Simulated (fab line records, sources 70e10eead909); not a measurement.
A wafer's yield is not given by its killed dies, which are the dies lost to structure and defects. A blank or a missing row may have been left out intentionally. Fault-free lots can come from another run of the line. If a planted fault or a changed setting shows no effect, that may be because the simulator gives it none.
The tool behind it: which one? ; flow nandHarc ; 21 wafers from 7 lots sampled at 5 of the route's 1159 steps

== WHAT THE GAUGES SHOWED, per wafer ==
NHARC_A_BLC_CD_MEAS_10: target cd 100 nm.
lot;measured;on;cdNm (nm)
L701;day 17 20:31;cdSem-03;100.6 100.6 99.9
L699;day 18 12:07;cdSem-03;100.4 99.8 100.5
L700;day 18 20:19;cdSem-02;100.9 99.0 99.9
L711;day 20 19:31;cdSem-03;22.5 23.0 23.0
L715;day 21 10:08;cdSem-01;100.7 98.9 101.4
L718;day 22 08:51;cdSem-03;98.8 100.3 99.6
L719;day 22 20:54;cdSem-01;101.1 100.3 98.6

== TOOL THAT RAN EACH LOT (tool first, then ch and the chambers of the sampled wafers, then the start) ==
lot;NHARC_A_CONTACT_ETCH_135;NHARC_A_CONTACT_ETCH_92;NHARC_A_CONTACT_ETCH_110;NHARC_A_BLC_PEB_08
L701;harCapEtch-03 ch 0,1, day 17 16:28;rieDiel-05 ch 2,3, day 17 17:23;rieDiel-13 ch 0,3, day 17 17:55;lithoTrack-01 ch 0, day 17 20:26
L699;harCapEtch-03 ch 0,1, day 18 08:02;rieDiel-13 ch 1,3, day 18 08:55;rieDiel-07 ch 1,3, day 18 09:25;lithoTrack-01 ch 0, day 18 12:02
L700;harCapEtch-02 ch 0,1, day 18 15:06;rieDiel-13 ch 0,2, day 18 15:59;rieDiel-05 ch 1,2, day 18 16:38;lithoTrack-01 ch 0, day 18 20:14
L711;harCapEtch-01 ch 0,1, day 20 15:28;rieDiel-13 ch 2,3, day 20 16:20;rieDiel-13 ch 0,2,3, day 20 16:53;lithoTrack-01 ch 0, day 20 19:26
L715;harCapEtch-01 ch 0,1, day 20 23:11;rieDiel-05 ch 1,3, day 21 00:16;rieDiel-05 ch 0,1,3, day 21 00:47;lithoTrack-06 ch 0, day 21 10:04
L718;harCapEtch-02 ch 0,1, day 22 04:46;rieDiel-05 ch 0,1,2, day 22 05:41;rieDiel-05 ch 0,1,2, day 22 06:11;lithoTrack-04 ch 0, day 22 08:46
L719;harCapEtch-02 ch 0,1, day 22 13:20;rieDiel-13 ch 1,2,3, day 22 14:28;rieDiel-13 ch 1,2,3, day 22 14:56;lithoTrack-06 ch 0, day 22 20:49
- NHARC_A_CONTACT_ETCH_135: etches the open film in C4F8/O2/Ar, time 132 s, target depth 1287 nm.
- NHARC_A_CONTACT_ETCH_92: etches the open film in CH3F/O2, target depth 40 nm, time 85.7 s.
- NHARC_A_CONTACT_ETCH_110: etches the open film in CF4/O2, target depth 50 nm, overetch 5 nm, time 27.5 s.
- NHARC_A_BLC_PEB_08: peb time 65 s.

== THE ANSWER, worked out from the rows above alone ==
Rule: the usual values come from the lots themselves. Put in order of their means at a reading, lots are off if they are a third of the lots or fewer, leave a main group of 4 or more, and stand apart from it by a gap of 3 or more times the standard deviation of the main group's means; of several such gaps the widest counts. If all means in a main group match to the digits the tables above print for the reading, that group is not used. Also off: a lot with no number at a reading for which 4 or more lots have one. Where the step has rows for the other lots, those lots are counted as sound.
Off at NHARC_A_BLC_CD_MEAS_10 (cdNm): L711. Main group: mean 100.1 nm, sd 0.28.
If a tool, at a process step before that reading, ran all the lots that are off and no sound lot after the first of them, it fits. The gauges at NHARC_A_BLC_CD_MEAS_10 are tried like those tools. One fits: lithoTrack-01 at NHARC_A_BLC_PEB_08. A fault onset in the window from L700 (day 18 20:14, its last sound lot) to L711 (day 20 19:26, its first lot off) fits.

== WHAT WAS PUT IN BY THE SIMULATOR ==
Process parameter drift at NHARC_A_BLC_PEB_08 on lithoTrack-01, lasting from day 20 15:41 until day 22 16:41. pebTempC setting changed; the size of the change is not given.
Lots struck among those shown: L711. The rule above found the same.
